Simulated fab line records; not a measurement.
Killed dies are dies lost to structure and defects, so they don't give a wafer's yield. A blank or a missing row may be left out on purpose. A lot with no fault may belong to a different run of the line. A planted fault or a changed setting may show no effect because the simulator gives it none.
A struck lot beside a sound one	flow nand harc	15 out of 1302 route steps
Sound: these wafers, L124.1, L124.2, L124.6. Wafers L112.3, L112.4, L112.6 were the ones struck. At the end, the cause is stated.
For every step that has rows: the tool of each side, followed by ch and its chambers, followed by its first start. Under that, the readings that differ: sound wafers	struck wafers	difference of the means	sigmas: that difference in standard deviations of wafers without a fault.
alike: readings with means less than 2 such deviations apart, plus words and numbers identical on both sides. not compared: withheld readings, readings lacking a value on some wafer, bounds such as >300 that could conceal the same value, and numbers that have no deviation in the record and whose values overlap.
A row with sigmas, a row that says differs or no value, or rows on one side alone: a step with any of these is where the two part. Numbers that don't overlap but have no deviation are shown without sigmas and don't part them. Lack of a reading on every wafer of one side parts them only where that side has two or more wafers.

first, 1 step without rows for these wafers: NHARC_A_CHANNEL_HOLE_D2_SRD_30.
NHARC_A_CHANNEL_HOLE_D2_CD_MEAS_31:
  sound on cd sem-01 at day 20 02:37; struck on cd sem-01 at day 15 07:01
  alike: cd nm
NHARC_A_CHANNEL_HOLE_D2_XSEM_32:
  sound on xsem-02 ch 0, day 20 02:44; struck on xsem-01 ch 0, day 15 07:06
  alike: bot cd nm, bow nm, tilt deg
NHARC_A_CHANNEL_HOLE_D2_INSPECT_40:
  sound on defect inspect-02 at day 20 02:49; struck on defect inspect-02 at day 15 07:11
  alike: raw defect count
then, 3 steps without rows for these wafers: NHARC_A_CHANNEL_FILL_D2_PRECLEAN_00 (cleans in SC1); NHARC_A_CHANNEL_FILL_D2_SRD_01; NHARC_A_CHANNEL_FILL_D2_ALD_02 (deposits SiO2, target thk 6 nm, pulse time 10 s, ald cycles 60).
NHARC_A_CHANNEL_FILL_D2_ALD_03: deposits SiNx, target thk 6 nm, pulse time 60 s, ald cycles 58.
  sound: ald sin batch-01 ch 0; struck: ald sin batch-03 ch 0
  alike: precursor pulse height rel
NHARC_A_CHANNEL_FILL_D2_ALD_14: deposits SiO2, target thk 2.5 nm, pulse time 10 s, ald cycles 25.
  sound on ald hk-02 ch 0,1, day 20 10:07; struck on ald hk-04 ch 1,2,3, day 15 14:37
  alike: heater power w, precursor pulse height rel
NHARC_A_CHANNEL_FILL_D2_ALD_15: deposits SiNx, target thk 2 nm, pulse time 60 s, ald cycles 19.
  sound: ald sin batch-02 ch 0; struck: ald sin batch-03 ch 0
  alike: precursor pulse height rel
NHARC_A_CHANNEL_FILL_D2_ALD_16: deposits SiO2, target thk 1.5 nm, pulse time 10 s, ald cycles 15.
  sound on ald hk-01 ch 0,1, day 20 15:17; struck on ald hk-01 ch 0,1, day 15 19:47
  alike: heater power w, precursor pulse height rel
then, 1 step without rows for these wafers: NHARC_A_CHANNEL_FILL_D2_ANNEAL_17 (time 1800 s).
NHARC_A_CHANNEL_FILL_D2_CVD_18: deposits poly-Si, target thk 3 nm.
  sound on lpcvd poly-04 ch 0, day 21 00:32; struck on lpcvd poly-01, day 16 05:37
  no value came back on the struck wafers for spike tc bottom C (C), spike tc centre C (C); on the sound wafers spike tc bottom C (C) reads 570 571 571
then, 1 step without rows for these wafers: NHARC_A_CHANNEL_FILL_D2_ETCHBACK_19 (etches the open film in HBr/Cl2, target depth 5 nm, time 1.7 s).
-- jump in the record: it breaks off in module A_CHANNEL_FILL_D2 and resumes in module END (first step shown: number 1302 of the route), and 10 days separate the struck wafers' starts before and after --
NHARC_END_SORT_01:
  only the struck wafers appear in the record here, on prober-02 ch 0 at day 25 23:13; the sound ones have no rows

## WHERE THEY PART
Earliest at NHARC_A_CHANNEL_FILL_D2_CVD_18; latest, in this record, at NHARC_END_SORT_01.

WHY: what the simulator had put in
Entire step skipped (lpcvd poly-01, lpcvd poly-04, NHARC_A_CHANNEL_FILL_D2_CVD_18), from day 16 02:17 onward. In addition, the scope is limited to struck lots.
